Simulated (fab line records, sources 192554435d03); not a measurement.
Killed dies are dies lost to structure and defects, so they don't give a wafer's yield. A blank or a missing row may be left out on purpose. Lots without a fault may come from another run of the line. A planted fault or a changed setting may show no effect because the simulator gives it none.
fab line records | flow n5_finfet
record lots=4 wafers=12 last_day=20
route steps=1938 shown TV_LITHO@1886 TV_OPEN@1887 PAD_METAL@1893 PASSIVATION@1897
lots that met no fault: from a run of the same line without faults
start_h: hours from the record's first day to the start of the lot's first wafer shown | wait_h: hours since the lot's step before | " the same as in the row above | L1.1+2: a row that stands for several wafers | - no value, or no start given | * or withheld: withheld | < > ~ a bound
route shown NAME@n: a module of which the file shows steps, and the number in the route of the first | usual: mean/standard deviation of fault-free wafers | same: alike in all rows | chamber/n: place in a boat | sites: the reading at each site | _std_site: their standard deviation | _edge_site: outer sites' mean less inner sites' | radius_mm: how far each site lies from the wafer's centre | mask NAME#n: copy n | behind: the tool/chamber that last shaped the wafer | hold: why the lot was held/for how many hours/how that ended | device: the transistor (n, p or np) that didn't switch | end of line: the same wafers' tests at the end of the route | a step without rows: its recipe alone | killed: dies lost to structure and defects at the first sort, not the wafer's yield | map: a wafer's dies, x killed, . not, _ none there
set.NAME: the setting as run; set.NAME@STEP: as run at that earlier step | model.NAME: the simulator's own value behind a step, which no gauge read
lots at some steps of the route; a table a step, a row a wafer
services: from which hour (start_h, from the record's first day; less than 0 if before it) a tool's chamber was out of use, for how many hours, and why
## steps
# step N5_PASSIVATION_DESCUM_12
# recipe chemistry=O2 time_s=7.9 source_power_w=50 bias_power_w=20 pressure_mtorr=20 rf_frequency_hz=2.712e+07 temp_c=40 o2_flow_sccm=225
# step N5_PASSIVATION_PASS_ETCH_74
# recipe chemistry=CF4/O2 target=SiNx target_depth_a=2200 time_s=110 ion_energy_ev=100 pressure_mtorr=40 source_w=535 bias_w=49 Ar_flow_sccm=100 cf4_flow_sccm=100 O2_flow_sccm=10
# step N5_PASSIVATION_VIA_ETCH_13
# recipe chemistry=CHF3/O2 target=SiO2 target_depth_a=6600 CHF3_flow_sccm=50 O2_flow_sccm=5 Ar_flow_sccm=200 time_s=330 mask_material=PR pressure_mtorr=30 source_w=650 bias_w=170 ion_energy_ev=200 ends=cleared
# step N5_PASSIVATION_STRIP_14
# recipe chemistry=O2 power_w=600 temp_c=60 pressure_mtorr=30 rf_frequency_hz=6e+07 bias_power_w=0 overash_fraction=0.5 o2_flow_sccm=225
# step N5_PASSIVATION_ETCH_15
# recipe chemistry=CF4/N2 target=SiCN target_depth_a=750 taper_deg=2 time_s=81.2 ion_energy_ev=150 mask_material=SiNx pressure_mtorr=40 source_w=430 bias_w=70 Ar_flow_sccm=100 cf4_flow_sccm=60 n2_flow_sccm=60
# step N5_PASSIVATION_STRIP_73
# recipe chemistry=post_etch_residue_remover time_s=60 temp_c=25 remover_ph=withheld remover_water_wt_pct=withheld remover_fluoride_wt_pct=withheld
# step N5_PASSIVATION_SRD_17
# recipe time_s=30 temp_c=23 rinse_liquid=diw dry=n2_spin spin_rpm=1500 dry_time_s=30
# step N5_PASSIVATION_DEGAS_18
# recipe ambient=vacuum temp_c=300 time_s=60
# step N5_PASSIVATION_PRE_CLEAN_19
# recipe gas=H2/He time_s=* temp_c=*
# step N5_PASSIVATION_SPUTTER_20
# recipe material=TaN target_thk_a=500 temp_c=25 chamber_pressure_pa=0.4
# usual chamber_pressure_pa=0.4000/0.00071 throttle_valve_pct=29.8/0.81
# columns lot.wafer tool chamber start_h wait_h chamber_pressure_pa throttle_valve_pct
L750.1 pvd_sputter-01 - 288.14 0.0 0.4000 31.3
L750.3 " - " " 0.3998 28.3
L750.5 " - " " 0.3992 28.1
L762.3 pvd_sputter-01 - 398.85 0.0 0.4004 30.0
L762.4 " - " " 0.3998 31.3
L762.6 " - " " 0.3995 30.9
L767.1 pvd_sputter-01 - 428.21 0.0 0.3991 28.3
L767.3 " - " " 0.3995 30.1
L767.5 " - " " 0.3999 31.2
L773.3 pvd_sputter-03 - 469.32 0.0 0.3995 29.5
L773.5 " - " " 0.4004 29.8
L773.6 " - " " 0.4007 30.4
# step N5_PASSIVATION_AL_DEP_21
# recipe material=Al target_thk_a=28000 temp_c=400 time_s=170 power_w=30000 chamber_pressure_pa=0.4 gas=Ar
# step N5_PASSIVATION_HMDS_23
# recipe time_s=60 temp_c=120
# step N5_PASSIVATION_COAT_24
# recipe spin_rpm=3000 resist_thk_nm=withheld
# step N5_PASSIVATION_EBR_26
# recipe solvent=PGMEA ebr_width_mm=1.5
# step N5_PASSIVATION_SOFTBAKE_25
# recipe temp_c=100 time_s=90
# step N5_PASSIVATION_EXPOSE_27
# recipe mask_id=PAD na=0.55 source_shape=conventional sigma_outer=0.8 polarization=unpolarized defocus_nm=0 dose_mj=32.3
# step N5_PASSIVATION_PEB_28
# recipe peb_temp_c=withheld peb_time_s=*
# step N5_PASSIVATION_DEVELOP_29
# recipe develop_time_s=60 rinse_liquid=diw dry=air_spin dev_temp_c=21
# step N5_PASSIVATION_HARDBAKE_31
# recipe temp_c=130 time_s=120
# step N5_PASSIVATION_DESCUM_32
# recipe chemistry=O2 time_s=7.9 source_power_w=50 bias_power_w=20 pressure_mtorr=20 rf_frequency_hz=2.712e+07 temp_c=40 o2_flow_sccm=225
# step N5_PASSIVATION_AL_ETCH_33
# recipe chemistry=Cl2/BCl3 target_depth_a=28000 over_etch_frac=0.15 Cl2_flow_sccm=180 bcl3_flow_sccm=60 target=Al stop_on=TaN time_s=466.7 ion_energy_ev=100 pressure_mtorr=10 icp_w=900 bias_w=100
# step N5_PASSIVATION_ETCH_59
# recipe chemistry=Cl2/BCl3 target=TaN target_depth_a=650 time_s=34.9 ion_energy_ev=100 pressure_mtorr=10 icp_w=900 bias_w=100 Cl2_flow_sccm=60 bcl3_flow_sccm=30
# step N5_PASSIVATION_STRIP_34
# recipe chemistry=O2 power_w=600 temp_c=60 pressure_mtorr=30 rf_frequency_hz=6e+07 bias_power_w=0 overash_fraction=2 o2_flow_sccm=225
# step N5_PASSIVATION_STRIP_51
# recipe chemistry=post_etch_residue_remover time_s=1200 temp_c=72.5
# step N5_PASSIVATION_CLEAN_69
# recipe chemistry=IPA time_s=180 temp_c=25
# step N5_PASSIVATION_SRD_70
# recipe dry=ipa_marangoni time_s=30 temp_c=23 rinse_liquid=diw
# step N5_PASSIVATION_PECVD_53
# recipe material=SiO2 target_thk_a=8000 temp_c=400 precursor=TEOS/O2 pressure_torr=6.5 rf_w=withheld teos_flow_sccm=withheld gas=O2 flow_sccm=2650 time_s=169.4
# step N5_PASSIVATION_PECVD_35
# recipe material=SiNx target_thk_a=7000 temp_c=400 precursor=SiH4/NH3/N2 pressure_torr=4.9 rf_w=1406 time_s=151.3
# step N5_PASSIVATION_HMDS_37
# recipe time_s=60 temp_c=120
# step N5_PASSIVATION_COAT_38
# recipe spin_rpm=3000 resist_thk_nm=withheld
# step N5_PASSIVATION_EBR_40
# recipe solvent=PGMEA ebr_width_mm=1.5
# step N5_PASSIVATION_SOFTBAKE_39
# recipe temp_c=110 time_s=120
# step N5_PASSIVATION_EXPOSE_41
# recipe mask_id=PASS_OPEN na=0.55 defocus_nm=0 source_shape=conventional sigma_outer=0.8 polarization=unpolarized target_cd_nm=40000 dose_mj=57.25
# step N5_PASSIVATION_PEB_42
# recipe peb_temp_c=withheld peb_time_s=*
# step N5_PASSIVATION_DEVELOP_43
# recipe develop_time_s=60 rinse_liquid=diw dry=air_spin dev_temp_c=21
# step N5_PASSIVATION_HARDBAKE_45
# recipe temp_c=130 time_s=120
# step N5_PASSIVATION_PROBE_49
# usual defect_limited_yield=91.3/1.4 killed_at_M0_to_M3=34/10 killed_at_M4_up=14/5.5 killed_at_contacts=12/6 killed_at_front_end=40/10 killed_at_other=3.0/2.4 killed_dies=103/17 killed_open=68/13 killed_short=34/7.8 sort_bin_5_function=5.1/0.97 sort_bin_6_memory=3.3/0.66 sort_n_pass=1077/17 sort_yield_pct=91.2/1.4
# same gross_dies=1180 killed_at_back_side=0 sort_bin_4_leakage[%]=0 sort_bin_8_speed[%]=0
# columns lot.wafer tool chamber start_h wait_h defect_limited_yield[%] killed_at_M0_to_M3 killed_at_M4_up killed_at_contacts killed_at_front_end killed_at_other killed_dies killed_open killed_short sort_bin_5_function[%] sort_bin_6_memory[%] sort_n_pass sort_yield_pct[%]
L762.3 prober-02 - 404.51 0.1 81.0 24 5 16 37 142 224 54 28 12.5 4.3 956 81.0
L762.4 prober-02 - 404.56 0.2 87.1 31 11 11 30 69 152 53 29 6.3 4.2 1028 87.1
L762.6 prober-02 - 404.66 0.3 88.0 22 12 5 30 73 142 43 29 7.0 2.5 1038 88.0
L767.1 prober-02 - 434.67 0.0 84.9 20 17 13 32 96 178 53 39 9.3 2.9 1002 84.9
L767.3 prober-02 - 434.77 0.1 83.0 20 10 8 24 139 201 42 26 10.8 3.5 979 83.0
L767.5 prober-02 - 434.87 0.2 87.7 29 13 11 26 66 145 39 39 7.1 2.9 1035 87.7
# killed by level:class
L762.3 PAD_METAL:unspecified=142 MOL_CONTACT_COAG:geometric_particle:open=11 FIN_SAQP:geometric_particle:open=10 BEOL_M0_SAQP:geometric_particle:open=6 MOL_CONTACT_COAG:geometric_particle:short=5 BEOL_M0_SAQP:geometric_particle:short=5 STARTING-WAFER:geometric_particle:short=5 STI_FIN_REVEAL:geometric_particle:open=4
L762.4 PAD_METAL:unspecified=68 MOL_CONTACT_COAG:geometric_particle:open=9 STI_FIN_REVEAL:geometric_particle:open=7 BEOL_M1:geometric_particle:open=7 BEOL_M4:geometric_particle:open=7 FIN_SAQP:geometric_particle:short=6 BEOL_M0_SAQP:geometric_particle:short=6 BEOL_M3:geometric_particle:open=5
L762.6 PAD_METAL:unspecified=70 BEOL_M0_SAQP:geometric_particle:short=10 DUMMY_GATE:geometric_particle:open=7 BEOL_M4:geometric_particle:open=6 BEOL_M0_SAQP:geometric_particle:open=5 GATE_CUT:geometric_particle:short=4 MOL_CONTACT_COAG:geometric_particle:open=4 STARTING-WAFER:geometric_particle:short=4
L767.1 PAD_METAL:unspecified=86 FIN_SAQP:geometric_particle:short=11 MOL_CONTACT_COAG:geometric_particle:open=10 BEOL_M3:geometric_particle:open=8 GATE_CUT:geometric_particle:short=6 BEOL_M4:geometric_particle:open=6 FIN_SAQP:geometric_particle:open=5 BEOL_M3:geometric_particle:short=3
L767.3 PAD_METAL:unspecified=133 MOL_CONTACT_COAG:geometric_particle:open=7 BEOL_M0_SAQP:geometric_particle:open=6 FIN_SAQP:geometric_particle:open=5 FIN_SAQP:geometric_particle:short=5 STI_FIN_REVEAL:geometric_particle:open=4 BEOL_M0_SAQP:geometric_particle:short=4 BEOL_M3:geometric_particle:open=4
L767.5 PAD_METAL:unspecified=64 BEOL_M0_SAQP:geometric_particle:short=12 MOL_CONTACT_COAG:geometric_particle:open=7 GATE_CUT:geometric_particle:short=6 BEOL_M2:geometric_particle:open=6 BEOL_M4:geometric_particle:short=5 FIN_SAQP:geometric_particle:short=4 GATE_CUT:geometric_particle:open=4
# map L762.3 (x killed, . not)
_________________......x.....________________
______________.................._____________
___________.....................x.x__________
__________x................x.x......_________
________......x......................._______
_______...x.......................x....______
______......x...........x..............._____
_____....x...x...x......x..........x.....____
____......................................___
___........x..x...........x................__
___............x........x............x.....__
__....x...........x................x........_
__................................x........._
_..........x..x.....x....x................x..
_..............x....x..xx....................
_.................x............x.............
_..x.......x.................xx....x.........
_...............x.....xx.....................
_x.......x....x...x..x............x.........x
_....x.x.........xxxx.xx....................x
_..x...........xxxxxxxxxx.xxx................
__........xx...xxxxxxxxxxx..x.....x........._
__........xxxx.xxxxxxxxxxxxx.x..........x..._
___..........xxxxxxxxxxxxxxxx....x.........__
___.......xxxxxxxxxxxxxxxxx.x.............x__
____...x......xxxxxxxxxxxxx......x........___
_____..x.......xxxxxxxxxxxxx.x...........____
______x.....xxxxxxxxxxxxxxx............._____
_______........xxxxxxxxxxx......x......______
________..........xxxx.xx...x........._______
__________.........x..x..x..x....x.._________
___________.x.........x.x.x........__________
______________....x..x.....x.x.._____________
_________________..........x.________________
# map L767.3 (x killed, . not)
_________________......x.....________________
______________.................._____________
___________.x........xx............__________
__________..x............x.........x_________
________...................x..x.....x._______
_______...........................x....______
______.x..x.............x........x......_____
_____.................xx.................____
____....................x............x....___
___x.....................x..............x..__
___......x................................x__
__.........................................._
__.....xx...........................x......x_
_..........................................xx
_.....x.......x.....x................x.......
_.......x..x............x....................
_............xxx................x..x.......x.
_.........x.....x............................
_x...........x......x.x..x...x.......x.......
_...........x...xx.xxx.xxxx.x....x..x........
_..............xxxxxxxxxxx...................
__....x.....x...xxxxxxxxxxx.x..x............_
__..x.......x..xxxxxxxxxxxxx.........x......_
___............xxxxxxxxxxxxx.x.............__
___..x.........xxxxxxxxxxxxx....x.......xx.__
____..........xxxxxxxxxxxxxx..x...........___
_____...x....xxxxxxxxxxxxxx.............x____
______..........xxxxxxxxxx.............._____
_______..........xxxxxxx.xx.x..........______
________x......xx.xx.xxx.............x_______
__________.........x................_________
___________........x...............__________
______________......x..........._____________
_________________............________________
## services
# columns tool chamber start_h hours kind
pvd_sputter-01 - 344.74 1.6 repair
pvd_sputter-03 - 378.22 3.7 repair
pvd_sputter-03 - 421.46 2.4 repair
pvd_sputter-01 - 425.15 1.2 repair
pvd_sputter-01 - 463.21 7.4 repair
## key
first_sign step=N5_PASSIVATION_PROBE_49 reading=killed_at_other direction=up sigmas=39 usual=3.0 struck=97.5
effect step=N5_PASSIVATION_PROBE_49 reading=defect_limited_yield direction=down sigmas=4.2 usual=91.3 struck=85.3
more_kills_born_at N5_PASSIVATION_SPUTTER_20@pvd_sputter-01=563
met_at N5_PASSIVATION_SPUTTER_20
struck_wafers L762.3,L762.4,L762.6,L767.1,L767.3,L767.5
onset_between 288.14 398.85
fault kind=chamber_particle_source tool=pvd_sputter-01 chamber=- onset_h=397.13 steps=N5_PASSIVATION_SPUTTER_20 rate_per_visit_cm2=1.1793
